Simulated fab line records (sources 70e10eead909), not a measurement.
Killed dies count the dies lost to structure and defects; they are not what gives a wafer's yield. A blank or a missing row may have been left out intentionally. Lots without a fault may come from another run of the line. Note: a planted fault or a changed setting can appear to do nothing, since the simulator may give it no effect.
fab line records	flow nand-harc
[record] lots = 14	wafers = 41	last-day = 34
route steps=1302 shown A_ZERO_WELL@404 A_SOURCE_PLATE@416 A_ONON_D1@430 END@1302
lots that met no fault: from a run of the same line without faults
start-h: start of the lot's first displayed wafer, in hours after the record's first day	wait-h: hours elapsed since this lot's preceding step	" same as the row above	L1.1+2: a single row standing in for several wafers	- no value, or no start was given	* or withheld: withheld	< > ~ a bound
route shown NAME@n: names a module that has steps shown in the file, with the first one's number in the route	usual: mean/standard deviation taken from wafers without a fault	same: alike in all rows	chamber/n: place in a boat	sites: each site's reading	_std_site: standard deviation of those values	_edge_site: outer sites' mean less inner sites'	radius-mm: how far each site lies from the wafer's centre	mask NAME#n: copy n	behind: the most recent tool/chamber to have shaped the wafer	hold: the reason the lot was held/the length of the hold in hours/how it ended	device: which transistor (n, p or np) failed to switch	end of line: the tests these same wafers got at the end of their route	a step without rows: its recipe alone	killed: not the wafer's yield, but the dies lost to structure and defects at the first sort	map: shows each die of a wafer: x if killed, . if not, _ if none is there
set.NAME: the setting the step ran with; set.NAME@STEP: the setting that earlier step ran with	model.NAME: the simulator's own value behind a step, which no gauge read
one table for each step of the route and one row for each wafer, over a sample of lots
services: from which hour (start-h, from the record's first day; less than 0 if before it) a tool's chamber was out of use, for how many hours, and why
[[steps]]
[step NHARC_A_ZERO_WELL_ETCH_19]
[recipe] target-depth-a = 800	overetch-a = 240	time-s = 87.88	ion-energy-ev = 200	n2-flow-sccm = 150	h2-flow-sccm = 150	ar-flow-sccm = 0	rf-w = 400	bias-w = 150	chemistry = N2/H2
[usual] drypump-motor-current-A = 5.9/0.31	oes-product-au = 0.999/0.0084	rf-fwd-power-W = 396.9/1.3	rf-vpp-V = 431.3/2.5	showerhead-plenum-p-Torr = 2.06/0.083	throttle-valve-pct = 14.170/0.0096
lot.wafer	tool	chamber	start-h	wait-h	drypump-motor-current-A	oes-product-au	rf-fwd-power-W	rf-hours-counter-h	rf-vpp-V	showerhead-plenum-p-Torr	throttle-valve-pct
L853.3	rie-diel-09	3	140.39	0.1	6.4	0.978	395.9	6	430.4	2.03	14.166
L853.6	"	0	"	"	5.6	0.990	397.6	-	429.8	1.96	14.170
L853.5	"	1	"	"	5.8	0.996	397.9	-	431.3	2.04	14.163
L855.2	rie-diel-07	0	154.64	0.1	6.3	0.997	396.4	2	426.5	1.96	14.165
L855.3	"	1	"	"	5.9	1.016	399.0	3	434.3	2.14	14.160
L855.6	"	3	"	"	5.6	1.008	396.0	-	434.6	2.17	14.172
L854.2	rie-diel-09	1	155.29	0.1	5.8	1.011	396.3	0	431.6	2.04	14.171
L854.6	"	0	"	"	5.6	1.007	397.3	-	429.4	1.96	14.166
L854.5	"	1	"	"	5.8	1.000	396.0	-	430.9	2.04	14.174
L856.2	rie-diel-09	2	166.25	0.1	5.7	0.982	394.3	0	435.9	2.20	14.184
L856.6	"	0	"	"	5.6	0.999	396.6	-	429.3	1.96	14.163
L856.5	"	1	"	"	5.8	0.999	399.0	-	431.0	2.04	14.187
L858.3	rie-diel-09	1	190.09	0.1	5.8	1.005	396.0	1	431.1	2.04	14.166
L858.1	"	2	"	"	5.7	0.985	395.3	1	433.9	2.20	14.169
L858.5	"	3	"	"	6.4	0.997	395.1	-	430.4	2.03	14.166
L860.1	rie-diel-09	3	212.94	0.1	6.4	0.985	396.6	1	430.2	2.03	14.165
L860.3	"	1	"	"	5.8	0.987	397.4	1	431.1	2.04	14.146
L860.6	"	0	"	"	5.6	0.999	396.8	-	428.5	1.96	14.162
L861.2	rie-diel-07	1	214.02	0.1	5.9	1.000	397.0	12	433.8	2.14	14.170
L861.4	"	2	"	"	6.1	0.994	396.2	12	431.9	2.09	14.172
L861.6	"	0	"	"	6.3	0.998	397.1	-	427.9	1.96	14.162
L862.4	rie-diel-07	2	227.68	0.1	6.1	1.008	397.0	15	431.4	2.08	14.167
L862.2	"	3	"	"	5.6	1.010	398.3	15	435.5	2.17	14.173
L862.5	"	0	"	"	6.3	1.004	396.5	-	430.1	1.96	14.161
L864.4	rie-diel-07	2	250.13	0.1	6.1	0.998	396.6	19	432.6	2.08	14.174
L864.2	"	3	"	"	5.6	1.005	397.3	19	434.2	2.16	14.180
L864.3	"	1	"	"	5.9	1.000	395.6	19	433.1	2.14	14.172
L865.4	rie-diel-07	2	253.41	0.1	6.1	1.000	397.4	19	430.1	2.08	14.172
L865.2	"	3	"	"	5.6	1.007	396.3	19	434.9	2.16	14.171
L865.5	"	2	"	"	6.1	1.000	396.1	-	431.6	2.08	14.184
L868.1	rie-diel-09	0	285.13	0.1	5.6	1.001	397.4	2	429.1	1.96	14.183
L868.5	"	0	"	"	5.6	1.000	398.1	-	430.4	1.96	14.176
L869.2	rie-diel-09	1	299.98	0.1	5.8	0.996	398.6	4	430.5	2.03	14.171
L869.5	"	3	"	"	6.4	0.997	396.1	-	430.8	2.03	14.156
L869.6	"	0	"	"	5.6	1.009	396.9	-	427.3	1.96	14.180
L876.3	rie-diel-09	1	366.65	0.1	5.8	1.001	395.0	1	432.7	2.03	14.180
L876.4	"	2	"	"	5.6	1.011	393.4	1	434.3	2.19	14.162
L876.6	"	2	"	"	5.7	0.991	394.1	-	434.8	2.19	14.183
L875.2	rie-diel-07	2	392.28	0.1	6.1	1.003	396.6	16	430.7	2.08	14.182
L875.3	"	0	"	"	6.3	1.004	397.4	15	426.7	1.95	14.189
L875.6	"	3	"	"	5.6	1.006	394.4	-	434.1	2.16	14.185
[step NHARC_A_SOURCE_PLATE_THK_MEAS_09]
[recipe] thk-meas-gauge = ellipsometry
[usual] thk-nm = 9.6/0.96
lot.wafer	tool	chamber	start-h	wait-h	thk-nm
L853.3	film-metro-02	-	148.87	0.4	8.9
L853.5	"	-	"	"	10.7
L853.6	"	-	"	"	8.8
L854.2	film-metro-01	-	165.19	0.4	10.3
L854.5	"	-	"	"	10.2
L854.6	"	-	"	"	9.6
L855.2	film-metro-02	-	165.19	0.4	9.7
L855.3	"	-	"	"	9.3
L855.6	"	-	"	"	8.9
L856.2	film-metro-01	-	174.52	0.4	9.9
L856.5	"	-	"	"	10.4
L856.6	"	-	"	"	10.0
L858.1	film-metro-01	-	198.13	0.4	10.5
L858.3	"	-	"	"	11.9
L858.5	"	-	"	"	10.4
L860.1	film-metro-01	-	222.08	0.4	9.2
L860.3	"	-	"	"	11.4
L860.6	"	-	"	"	8.4
L861.2	film-metro-02	-	222.08	0.4	9.4
L861.4	"	-	"	"	10.1
L861.6	"	-	"	"	9.7
L862.2	film-metro-02	-	236.49	0.4	8.6
L862.4	"	-	"	"	8.9
L862.5	"	-	"	"	10.0
L865.2	film-metro-01	-	261.17	0.4	9.1
L865.4	"	-	"	"	8.3
L865.5	"	-	"	"	8.6
L864.2	film-metro-02	-	261.17	0.4	9.7
L864.3	"	-	"	"	9.6
L864.4	"	-	"	"	8.1
L868.1	film-metro-01	-	293.44	0.4	9.1
L868.5	"	-	"	"	10.0
L869.2	film-metro-02	-	308.48	0.4	10.8
L869.5	"	-	"	"	11.7
L869.6	"	-	"	"	9.4
L876.3	film-metro-01	-	375.10	0.4	9.9
L876.4	"	-	"	"	10.6
L876.6	"	-	"	"	10.4
L875.2	film-metro-02	-	399.50	0.4	10.1
L875.3	"	-	"	"	9.5
L875.6	"	-	"	"	9.7
[step NHARC_A_ONON_D1_DEP_09]
[recipe] target-thk-a = 10000	n2-flow-sccm = 2750	n2o-flow-sccm = 2000	nh3-flow-sccm = 500	sih4-flow-sccm = 210	temp-c = 400
lot.wafer	tool	chamber	start-h	wait-h
L853.3+5+6	pecvd-onon-03	0	163.44	0.2
L854.2+5+6	pecvd-onon-01	0	182.28	0.1
L855.2+3+6	pecvd-onon-03	0	182.28	0.1
L856.2+5+6	pecvd-onon-01	0	189.46	0.1
L858.1+3+5	pecvd-onon-01	0	213.00	0.1
L860.1+3+6	pecvd-onon-02	0	236.46	0.1
L861.2+4+6	pecvd-onon-01	0	236.54	0.1
L862.2+4+5	pecvd-onon-03	0	250.87	0.1
L865.2+4+5	pecvd-onon-03	0	276.80	0.1
L864.2+3+4	pecvd-onon-02	0	277.01	0.1
L868.1+5	pecvd-onon-03	0	308.31	0.1
L869.2+5+6	pecvd-onon-03	0	329.91	0.1
L876.3+4+6	pecvd-onon-03	0	389.63	0.2
L875.2+3+6	pecvd-onon-01	0	417.72	0.2
[step NHARC_A_ONON_D1_THK_MEAS_11]
[recipe] thk-meas-gauge = ellipsometry
[usual] thk-nm = 995/11
lot.wafer	tool	chamber	start-h	wait-h	thk-nm
L853.3	film-metro-02	-	163.84	-	985
L853.5	"	-	"	"	985
L853.6	"	-	"	"	984
L854.2	film-metro-02	-	182.73	-	988
L854.5	"	-	"	"	989
L854.6	"	-	"	"	987
L855.2	film-metro-02	-	182.74	-	992
L855.3	"	-	"	"	994
L855.6	"	-	"	"	995
L856.2	film-metro-02	-	189.91	-	990
L856.5	"	-	"	"	992
L856.6	"	-	"	"	991
L858.1	film-metro-02	-	213.51	-	985
L858.3	"	-	"	"	985
L858.5	"	-	"	"	985
L860.1	film-metro-01	-	236.97	-	975
L860.3	"	-	"	"	976
L860.6	"	-	"	"	976
L861.2	film-metro-02	-	237.02	-	992
L861.4	"	-	"	"	989
L861.6	"	-	"	"	990
L862.2	film-metro-01	-	251.32	-	994
L862.4	"	-	"	"	994
L862.5	"	-	"	"	996
L865.2	film-metro-02	-	277.25	-	1013
L865.4	"	-	"	"	1014
L865.5	"	-	"	"	1014
L864.2	film-metro-01	-	277.46	-	991
L864.3	"	-	"	"	992
L864.4	"	-	"	"	990
L868.1	film-metro-02	-	308.82	-	1586
L868.5	"	-	"	"	1586
L869.2	film-metro-01	-	330.37	-	1015
L869.5	"	-	"	"	1615
L869.6	"	-	"	"	1015
L876.3	film-metro-02	-	390.02	-	1001
L876.4	"	-	"	"	999
L876.6	"	-	"	"	1000
L875.2	film-metro-01	-	418.17	-	1004
L875.3	"	-	"	"	1002
L875.6	"	-	"	"	1003
[step NHARC_END_SORT_01]
[recipe] temp-c = 25
[usual] killed-at-array = 58/15	killed-at-other = 0.8/1.2	killed-at-periphery = 3.5/2.5	killed-dies = 62/15	killed-open = 3.2/1.7	killed-short = 2.4/1.5
[same] gross-dies = 677
lot.wafer	tool	chamber	start-h	wait-h	killed-at-array	killed-at-other	killed-at-periphery	killed-dies	killed-open	killed-short
L853.3	prober-02	0	556.97	3.1	71	2	0	73	4	2
L853.5	prober-02	0	558.58	3.7	66	0	4	70	5	2
L853.6	prober-02	0	559.39	4.0	82	0	0	82	5	1
L855.2	prober-01	0	566.79	2.8	79	0	0	79	2	2
L855.3	prober-01	0	567.59	3.1	60	1	3	64	1	5
L855.6	prober-01	0	570.01	4.0	66	0	1	67	1	3
L854.2	prober-02	0	566.79	2.8	59	0	2	61	2	0
L854.5	prober-02	0	569.16	3.7	54	1	3	58	3	1
L854.6	prober-02	0	569.95	3.9	58	0	4	62	5	1
L856.2	prober-02	0	582.69	2.8	63	5	3	71	3	6
L856.5	prober-02	0	585.10	3.7	70	2	0	72	3	1
L856.6	prober-02	0	585.90	4.0	71	0	1	72	2	4
L858.1	prober-01	0	595.81	2.5	43	1	6	50	4	2
L858.3	prober-01	0	597.44	3.1	48	0	3	51	5	2
L858.5	prober-01	0	599.06	3.8	58	1	3	62	2	4
L862.2	prober-01	0	639.76	2.8	70	0	11	81	7	4
L862.4	prober-01	0	641.37	3.4	57	0	4	61	3	3
L862.5	prober-01	0	642.18	3.7	48	0	5	53	5	1
L860.1	prober-02	0	644.12	2.5	61	2	8	71	8	3
L860.3	prober-02	0	645.73	3.1	67	1	5	73	4	3
L860.6	prober-02	0	648.15	4.0	53	1	7	61	2	2
L864.2	prober-01	0	647.98	2.8	47	0	10	57	3	2
L864.3	prober-01	0	648.78	3.1	46	0	5	51	5	2
L864.4	prober-01	0	649.58	3.4	40	1	6	47	2	1
L861.2	prober-02	0	652.74	2.8	64	4	3	71	3	3
L861.4	prober-02	0	654.33	3.4	86	4	2	92	4	4
L861.6	prober-02	0	655.91	4.0	77	2	4	83	3	5
L865.2	prober-02	0	660.47	2.8	80	0	3	83	2	3
L865.4	prober-02	0	662.04	3.4	75	0	2	77	2	2
L865.5	prober-02	0	662.83	3.6	78	0	4	82	3	2
L868.1	prober-01	0	707.98	2.5	673	1	3	677	8	1
L868.5	prober-01	0	711.15	3.7	674	0	3	677	7	1
L869.2	prober-02	0	724.28	2.8	68	1	1	70	0	1
L869.5	prober-02	0	726.71	3.7	675	2	0	677	3	0
L869.6	prober-02	0	727.52	4.0	55	1	2	58	3	4
L876.3	prober-01	0	788.48	3.1	44	4	1	49	2	5
L876.4	prober-01	0	789.28	3.4	55	3	2	60	3	3
L876.6	prober-01	0	790.88	4.0	49	1	2	52	2	4
L875.2	prober-01	0	823.84	2.8	52	1	3	56	3	3
L875.3	prober-01	0	824.65	3.1	53	0	2	55	2	1
L875.6	prober-01	0	827.07	4.0	56	0	2	58	1	5
// killed by level:class
L853.3 A_CHANNEL_HOLE_D1:chamber-film-flake=30 A_CHANNEL_HOLE_D2:chamber-film-flake=18 A_SLIT:chamber-film-flake=11 A_STAIRCASE:chamber-film-flake=5 THIN_TSV:chamber-film-flake=2 A_CHANNEL_FILL_D1:geometric-particle:open=1 A_ONON_D2:geometric-particle:open=1 A_CHANNEL_FILL_D2:geometric-particle:short=1
L853.5 A_CHANNEL_HOLE_D2:chamber-film-flake=22 A_CHANNEL_HOLE_D1:chamber-film-flake=17 A_SLIT:chamber-film-flake=14 A_STAIRCASE:chamber-film-flake=4 A_CONTACT:chamber-film-flake=4 P_M0:geometric-particle:open=2 P_CONTACT:geometric-particle:open=1 A_CHANNEL_FILL_D1:geometric-particle:open=1
L853.6 A_CHANNEL_HOLE_D1:chamber-film-flake=24 A_CHANNEL_HOLE_D2:chamber-film-flake=22 A_SLIT:chamber-film-flake=19 A_M0:geometric-particle:open=3 A_STAIRCASE:chamber-film-flake=3 A_CONTACT:chamber-film-flake=3 A_CHANNEL_FILL_D2:chamber-film-flake=2 A_ONON_D2:geometric-particle:open=1
L855.2 A_CHANNEL_HOLE_D1:chamber-film-flake=35 A_SLIT:chamber-film-flake=28 A_CHANNEL_HOLE_D2:chamber-film-flake=6 A_STAIRCASE:chamber-film-flake=3 A_CONTACT:chamber-film-flake=3 A_ONON_D2:geometric-particle:short=2 A_CHANNEL_HOLE_D1:geometric-particle:open=1 A_WL_FILL:geometric-particle:open=1
L854.2 A_CHANNEL_HOLE_D2:chamber-film-flake=35 A_STAIRCASE:chamber-film-flake=10 A_ZERO_WELL:chamber-film-flake=4 A_WL_FILL:chamber-film-flake=3 A_CHANNEL_HOLE_D1:chamber-film-flake=2 A_CONTACT:chamber-film-flake=2 A_ONON_D1:geometric-particle:open=1 A_CHANNEL_FILL_D1:geometric-particle:open=1
L855.3 A_CHANNEL_HOLE_D1:chamber-film-flake=26 A_SLIT:chamber-film-flake=16 A_CHANNEL_HOLE_D2:chamber-film-flake=7 A_CONTACT:chamber-film-flake=4 A_STAIRCASE:chamber-film-flake=3 P_M0:geometric-particle:short=1 P_M0:geometric-particle:open=1 A_CHANNEL_FILL_D1:geometric-particle:short=1
L854.5 A_CHANNEL_HOLE_D2:chamber-film-flake=35 A_STAIRCASE:chamber-film-flake=4 A_ZERO_WELL:chamber-film-flake=3 A_WL_FILL:chamber-film-flake=3 A_CONTACT:chamber-film-flake=3 A_CHANNEL_HOLE_D1:chamber-film-flake=2 A_ONON_D1:geometric-particle:open=1 A_ONON_D2:geometric-particle:open=1
L854.6 A_CHANNEL_HOLE_D2:chamber-film-flake=34 A_STAIRCASE:chamber-film-flake=6 A_CONTACT:chamber-film-flake=4 A_ZERO_WELL:chamber-film-flake=3 A_WL_FILL:chamber-film-flake=3 A_CHANNEL_FILL_D1:chamber-film-flake=2 P_GATE:geometric-particle:open=1 A_SOURCE_PLATE:geometric-particle:open=1
L855.6 A_CHANNEL_HOLE_D1:chamber-film-flake=34 A_SLIT:chamber-film-flake=17 A_CHANNEL_HOLE_D2:chamber-film-flake=9 A_CONTACT:chamber-film-flake=2 A_ONON_D1:geometric-particle:short=1 A_CHANNEL_FILL_D1:geometric-particle:short=1 A_CHANNEL_FILL_D2:geometric-particle:short=1 A_CHANNEL_FILL_D2:geometric-particle:open=1
L856.2 A_CHANNEL_HOLE_D2:chamber-film-flake=29 A_CHANNEL_HOLE_D1:chamber-film-flake=25 THIN_TSV:chamber-film-flake=4 A_CHANNEL_FILL_D1:chamber-film-flake=2 P_CONTACT:geometric-particle:open=1 P_CONTACT:geometric-particle:short=1 A_ONON_D1:geometric-particle:short=1 A_CHANNEL_FILL_D1:geometric-particle:short=1
L856.5 A_CHANNEL_HOLE_D2:chamber-film-flake=34 A_CHANNEL_HOLE_D1:chamber-film-flake=29 A_DECK1_JOINT:geometric-particle:open=1 A_WL_FILL:geometric-particle:short=1 A_M0:geometric-particle:open=1 STARTING-WAFER:geometric-particle:open=1 A_ZERO_WELL:chamber-film-flake=1 A_CHANNEL_FILL_D1:chamber-film-flake=1
L856.6 A_CHANNEL_HOLE_D1:chamber-film-flake=30 A_CHANNEL_HOLE_D2:chamber-film-flake=27 A_WL_FILL:chamber-film-flake=3 A_CHANNEL_FILL_D1:chamber-film-flake=2 A_STAIRCASE:chamber-film-flake=2 P_GATE:geometric-particle:short=1 A_ONON_D1:geometric-particle:short=1 A_DECK1_JOINT:geometric-particle:open=1
L858.1 A_CHANNEL_HOLE_D1:chamber-film-flake=24 A_CHANNEL_HOLE_D2:chamber-film-flake=12 P_ZERO_WELL:chamber-film-flake=2 A_ZERO_WELL:chamber-film-flake=2 A_CONTACT:chamber-film-flake=2 P_STI:geometric-particle:open=1 P_GATE:geometric-particle:open=1 P_CONTACT:geometric-particle:short=1
L858.3 A_CHANNEL_HOLE_D1:chamber-film-flake=30 A_CHANNEL_HOLE_D2:chamber-film-flake=7 A_CONTACT:chamber-film-flake=3 A_BLC:geometric-particle:open=2 P_M2:chamber-film-flake=2 A_ONON_D1:geometric-particle:short=1 A_ONON_D1:geometric-particle:open=1 A_CHANNEL_FILL_D1:geometric-particle:short=1
L858.5 A_CHANNEL_HOLE_D1:chamber-film-flake=31 A_CHANNEL_HOLE_D2:chamber-film-flake=13 A_CONTACT:chamber-film-flake=4 A_M0:geometric-particle:open=2 A_SLIT:chamber-film-flake=2 A_WL_FILL:chamber-film-flake=2 P_CONTACT:geometric-particle:short=1 A_CHANNEL_FILL_D1:geometric-particle:short=1
L862.2 A_SLIT:chamber-film-flake=26 A_CHANNEL_HOLE_D1:chamber-film-flake=10 A_STAIRCASE:chamber-film-flake=10 A_CHANNEL_HOLE_D2:chamber-film-flake=8 P_M1:chamber-film-flake=6 A_CONTACT:chamber-film-flake=4 P_GATE:chamber-film-flake=3 A_WL_FILL:geometric-particle:short=2
L862.4 A_SLIT:chamber-film-flake=28 A_CHANNEL_HOLE_D2:chamber-film-flake=10 A_CHANNEL_HOLE_D1:chamber-film-flake=4 P_M1:chamber-film-flake=3 A_STAIRCASE:chamber-film-flake=3 A_DECK1_JOINT:chamber-film-flake=2 A_CONTACT:chamber-film-flake=2 A_CHANNEL_FILL_D1:geometric-particle:short=1
L862.5 A_SLIT:chamber-film-flake=23 A_CHANNEL_HOLE_D2:chamber-film-flake=6 A_STAIRCASE:chamber-film-flake=4 A_CHANNEL_HOLE_D1:chamber-film-flake=3 P_ZERO_WELL:chamber-film-flake=2 A_M0:chamber-film-flake=2 P_M1:geometric-particle:open=1 A_CHANNEL_HOLE_D1:geometric-particle:open=1
L860.1 A_CHANNEL_HOLE_D2:chamber-film-flake=26 A_CONTACT:chamber-film-flake=8 A_STAIRCASE:chamber-film-flake=6 A_M1:chamber-film-flake=5 A_CHANNEL_HOLE_D1:chamber-film-flake=4 A_SLIT:chamber-film-flake=3 P_GATE:geometric-particle:open=2 A_CHANNEL_FILL_D1:geometric-particle:open=2
L860.3 A_CHANNEL_HOLE_D2:chamber-film-flake=34 A_STAIRCASE:chamber-film-flake=10 A_CHANNEL_HOLE_D1:chamber-film-flake=6 A_CONTACT:chamber-film-flake=5 P_ZERO_WELL:chamber-film-flake=3 P_CONTACT:geometric-particle:short=1 A_DECK1_JOINT:geometric-particle:open=1 A_DECK1_JOINT:geometric-particle:short=1
L864.2 A_SLIT:chamber-film-flake=35 P_M2:chamber-film-flake=7 A_CONTACT:chamber-film-flake=4 A_CHANNEL_HOLE_D1:chamber-film-flake=2 A_DECK1_JOINT:chamber-film-flake=2 A_STAIRCASE:chamber-film-flake=2 P_STI:geometric-particle:short=1 P_M0:geometric-particle:open=1
L860.6 A_CHANNEL_HOLE_D2:chamber-film-flake=29 A_CHANNEL_HOLE_D1:chamber-film-flake=5 A_SLIT:chamber-film-flake=5 A_STAIRCASE:chamber-film-flake=5 P_ZERO_WELL:chamber-film-flake=3 A_CONTACT:chamber-film-flake=3 P_BONDPAD:chamber-film-flake=2 A_M1:chamber-film-flake=2
L864.3 A_SLIT:chamber-film-flake=26 A_CHANNEL_HOLE_D1:chamber-film-flake=6 A_STAIRCASE:chamber-film-flake=3 A_CONTACT:chamber-film-flake=3 P_M2:chamber-film-flake=2 P_CONTACT:geometric-particle:short=1 P_M1:geometric-particle:open=1 A_SOURCE_PLATE:geometric-particle:short=1
L864.4 A_SLIT:chamber-film-flake=29 A_CHANNEL_HOLE_D1:chamber-film-flake=5 P_M2:chamber-film-flake=3 P_M0:geometric-particle:open=2 A_CONTACT:chamber-film-flake=2 A_CHANNEL_HOLE_D1:geometric-particle:short=1 P_STI:chamber-film-flake=1 A_DECK1_JOINT:chamber-film-flake=1
L861.2 A_SLIT:chamber-film-flake=24 A_CHANNEL_HOLE_D1:chamber-film-flake=22 A_CONTACT:chamber-film-flake=8 A_CHANNEL_HOLE_D2:chamber-film-flake=3 THIN_TSV:chamber-film-flake=3 P_M0:geometric-particle:open=1 A_ONON_D1:geometric-particle:open=1 A_CHANNEL_HOLE_D2:geometric-particle:short=1
L861.4 A_SLIT:chamber-film-flake=36 A_CHANNEL_HOLE_D1:chamber-film-flake=23 A_CHANNEL_HOLE_D2:chamber-film-flake=11 A_CONTACT:chamber-film-flake=5 THIN_TSV:chamber-film-flake=4 A_STAIRCASE:chamber-film-flake=3 A_WL_FILL:geometric-particle:short=2 P_M0:geometric-particle:open=1
L861.6 A_SLIT:chamber-film-flake=26 A_CHANNEL_HOLE_D1:chamber-film-flake=24 A_CHANNEL_HOLE_D2:chamber-film-flake=8 A_CONTACT:chamber-film-flake=7 A_BONDPAD:chamber-film-flake=4 A_DECK1_JOINT:geometric-particle:short=3 P_BONDPAD:chamber-film-flake=2 THIN_TSV:chamber-film-flake=2
L865.2 A_CHANNEL_HOLE_D1:chamber-film-flake=35 A_SLIT:chamber-film-flake=33 A_STAIRCASE:chamber-film-flake=3 P_BONDPAD:chamber-film-flake=2 A_DECK1_JOINT:chamber-film-flake=2 A_CHANNEL_FILL_D1:geometric-particle:short=1 A_ONON_D2:geometric-particle:short=1 A_WL_FILL:geometric-particle:short=1
L865.4 A_CHANNEL_HOLE_D1:chamber-film-flake=40 A_SLIT:chamber-film-flake=26 A_CONTACT:chamber-film-flake=2 A_ONON_D1:geometric-particle:open=1 A_CHANNEL_FILL_D1:geometric-particle:short=1 A_WL_FILL:geometric-particle:short=1 A_M0:geometric-particle:open=1 P_GATE:chamber-film-flake=1
L865.5 A_SLIT:chamber-film-flake=33 A_CHANNEL_HOLE_D1:chamber-film-flake=33 P_BONDPAD:chamber-film-flake=2 A_STAIRCASE:chamber-film-flake=2 A_CONTACT:chamber-film-flake=2 A_ONON_D1:geometric-particle:open=1 A_ONON_D2:geometric-particle:short=1 A_ONON_D2:geometric-particle:open=1
L868.1 A_ONON_D1:area-dep=621 A_SLIT:chamber-film-flake=33 A_CONTACT:chamber-film-flake=4 A_SGD_CUT:chamber-film-flake=3 A_CHANNEL_FILL_D1:geometric-particle:open=2 A_DECK1_JOINT:chamber-film-flake=2 A_CHANNEL_FILL_D2:chamber-film-flake=2 A_STAIRCASE:chamber-film-flake=2
L868.5 A_ONON_D1:area-dep=617 A_SLIT:chamber-film-flake=33 A_STAIRCASE:chamber-film-flake=4 A_SGD_CUT:chamber-film-flake=4 A_CONTACT:chamber-film-flake=4 A_CHANNEL_HOLE_D1:chamber-film-flake=3 A_CHANNEL_HOLE_D2:geometric-particle:open=2 P_GATE:geometric-particle:open=1
L869.2 A_SLIT:chamber-film-flake=31 A_CHANNEL_HOLE_D1:chamber-film-flake=28 A_CHANNEL_FILL_D2:chamber-film-flake=4 A_STAIRCASE:chamber-film-flake=2 A_CHANNEL_HOLE_D2:geometric-particle:short=1 P_GATE:chamber-film-flake=1 A_CHANNEL_HOLE_D2:chamber-film-flake=1 A_BONDPAD:chamber-film-flake=1
L869.5 A_ONON_D1:area-dep=600 A_CHANNEL_HOLE_D1:chamber-film-flake=34 A_SLIT:chamber-film-flake=33 A_CHANNEL_FILL_D2:chamber-film-flake=2 A_STAIRCASE:chamber-film-flake=2 A_CHANNEL_FILL_D2:geometric-particle:open=1 A_CONTACT:geometric-particle:open=1 STARTING-WAFER:geometric-particle:open=1
L869.6 A_CHANNEL_HOLE_D1:chamber-film-flake=23 A_SLIT:chamber-film-flake=22 A_SOURCE_PLATE:geometric-particle:short=2 A_SOURCE_PLATE:geometric-particle:open=2 A_SGD_CUT:chamber-film-flake=2 P_M1:geometric-particle:open=1 A_ONON_D2:geometric-particle:short=1 A_SLIT:geometric-particle:short=1
L876.3 A_CHANNEL_HOLE_D1:chamber-film-flake=16 A_SLIT:chamber-film-flake=7 A_CONTACT:chamber-film-flake=5 A_BLC:chamber-film-flake=4 A_CHANNEL_HOLE_D2:chamber-film-flake=3 A_CHANNEL_FILL_D2:geometric-particle:short=2 STARTING-WAFER:geometric-particle:short=2 A_ZERO_WELL:chamber-film-flake=2
L876.4 A_CHANNEL_HOLE_D1:chamber-film-flake=29 A_SLIT:chamber-film-flake=11 A_CONTACT:chamber-film-flake=4 P_CONTACT:geometric-particle:open=2 HYBRID_BOND:chamber-film-flake=2 A_DECK1_JOINT:chamber-film-flake=2 A_STAIRCASE:chamber-film-flake=2 A_BLC:chamber-film-flake=2
L876.6 A_CHANNEL_HOLE_D1:chamber-film-flake=20 A_SLIT:chamber-film-flake=11 A_CONTACT:chamber-film-flake=4 A_ZERO_WELL:chamber-film-flake=3 A_DECK1_JOINT:chamber-film-flake=2 A_CHANNEL_HOLE_D2:chamber-film-flake=2 A_BLC:chamber-film-flake=2 P_M2:geometric-particle:open=1
L875.2 A_SLIT:chamber-film-flake=39 A_CONTACT:chamber-film-flake=4 A_CHANNEL_FILL_D1:chamber-film-flake=2 A_ONON_D1:geometric-particle:short=1 A_ONON_D1:geometric-particle:open=1 A_CHANNEL_FILL_D1:geometric-particle:open=1 A_WL_FILL:geometric-particle:open=1 A_BLC:geometric-particle:short=1
L875.3 A_SLIT:chamber-film-flake=34 A_CHANNEL_HOLE_D2:chamber-film-flake=5 A_STAIRCASE:chamber-film-flake=5 A_CONTACT:chamber-film-flake=3 A_WL_FILL:chamber-film-flake=2 P_BONDPAD:chamber-film-flake=2 A_CHANNEL_FILL_D1:geometric-particle:open=1 A_DECK1_JOINT:geometric-particle:open=1
L875.6 A_SLIT:chamber-film-flake=35 A_CONTACT:chamber-film-flake=6 A_STAIRCASE:chamber-film-flake=5 A_DECK1_JOINT:geometric-particle:short=3 A_M1:chamber-film-flake=2 P_M2:geometric-particle:open=1 A_CHANNEL_FILL_D1:geometric-particle:short=1 A_ONON_D2:geometric-particle:short=1
[[services]]
tool	chamber	start-h	hours	kind
rie-diel-07	-	117.31	9.0	pm
rie-diel-09	0	122.12	-	clean
rie-diel-09	1	122.12	-	clean
rie-diel-09	2	122.12	-	clean
rie-diel-09	3	122.12	-	clean
rie-diel-09	-	143.10	9.0	pm
rie-diel-09	0	173.21	3.9	repair
rie-diel-09	2	174.36	5.5	repair
pecvd-onon-02	-	185.00	13.0	pm
rie-diel-09	-	194.27	0.4	repair
pecvd-onon-03	-	227.30	13.0	pm
rie-diel-09	1	236.52	3.6	repair
rie-diel-09	0	258.46	7.6	repair
pecvd-onon-01	-	269.37	13.0	pm
rie-diel-07	-	284.00	0.4	repair
rie-diel-07	-	294.31	9.0	pm
rie-diel-09	-	320.10	9.0	pm
rie-diel-07	3	333.14	2.8	repair
pecvd-onon-02	-	366.00	13.0	pm
rie-diel-07	-	368.90	0.4	repair
rie-diel-09	2	369.68	11.2	repair
rie-diel-09	0	394.76	8.2	repair
rie-diel-07	-	402.12	2.6	repair
pecvd-onon-03	-	408.49	13.0	pm
[[key]]
[first-sign] step = NHARC_A_ONON_D1_THK_MEAS_11	reading = thk-nm	direction = up	sigmas = 53	usual = 995	struck = 1596
[effect] step = NHARC_END_SORT_01	reading = killed-dies	direction = up	sigmas = 42	usual = 62	struck = 677
[more-kills-born-at] NHARC_A_ONON_D1_DEP_09@pecvd-onon-03 = 1838
met-at NHARC_A_ONON_D1_DEP_09
struck-lots L868,L869
struck-wafers L868.1,L868.5,L869.5
later-rows-left-out L868.1,L868.5,L869.5
tester-left-out L868,L869
not-acting-at NHARC_A_ZERO_WELL_ETCH_19,NHARC_A_SOURCE_PLATE_THK_MEAS_09
onset-between 276.80 308.31
[fault] kind = process-parameter-drift	tool = pecvd-onon-03	chamber = -	onset-h = 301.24	steps = NHARC_A_ONON_D1_DEP_09	channel = target-thk-a	offset = *	shape = step	end-h = 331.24	scope = struck-wafers-only	acts-in = *	stated = *
// tester-left-out: of these lots the tester's yield and bins aren't shown, on N5 and GAA mostly nor the transistor test; their killed dies are dies lost to structure and defects alone, not to doping, threshold or leakage, so they don't give the yield
// later-rows-left-out: the simulator's readings of these wafers behind a module that went badly wrong aren't trusted and aren't shown, but for the sort
